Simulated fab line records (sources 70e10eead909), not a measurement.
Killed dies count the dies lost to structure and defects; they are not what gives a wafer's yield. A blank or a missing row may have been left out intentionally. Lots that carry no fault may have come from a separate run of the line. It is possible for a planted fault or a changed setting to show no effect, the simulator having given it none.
Matching of chambers -- flow nand_harc -- NHARC_P_GATE_STRIP_101 on rie_diel-11 has 4 sister chambers
The step strips in O2, time 20 s. 4 wafers are shown with their chamber, then 9 later ones without.

## WAFERS WITH THEIR CHAMBER
wafer,chamber,showerhead_plenum_p_Torr (Torr)
L084.6,3,3.44
L087.1,2,3.59
L087.4,1,3.70
L087.5,0,3.65

## WAFERS MISSING THEIR CHAMBER
wafer,showerhead_plenum_p_Torr (Torr)
L091.4,3.44
L091.5,3.59
L091.6,3.44
L093.1,3.65
L093.4,3.70
L093.6,3.44
L094.2,3.58
L094.3,3.65
L094.5,3.65

## CHAMBER TAKEN BY EACH
wafer,from the rows above,in truth
L091.4,3,3
L091.5,2,2
L091.6,3,3
L093.1,0,0
L093.4,1,1
L093.6,3,3
L094.2,2,2
L094.3,0,0
L094.5,0,0
Placed correctly: 9 of 9. Can't be placed from these rows: 0. Wrongly placed: 0.
How it was worked out, from the rows above alone: a wafer's distance from a chamber is the root of the sum, over the readings, of the square of ((its reading less the chamber's mean) divided by the reading's scatter). The wafer belongs to the nearest chamber; if the next one is less than 2 further off, it can't be placed. For every chamber, the mean is computed from those of its wafers that are shown. The scatter (one wafer shown for each chamber): square how far every hidden wafer sits from the nearest shown wafer, average those squares and take the square root.
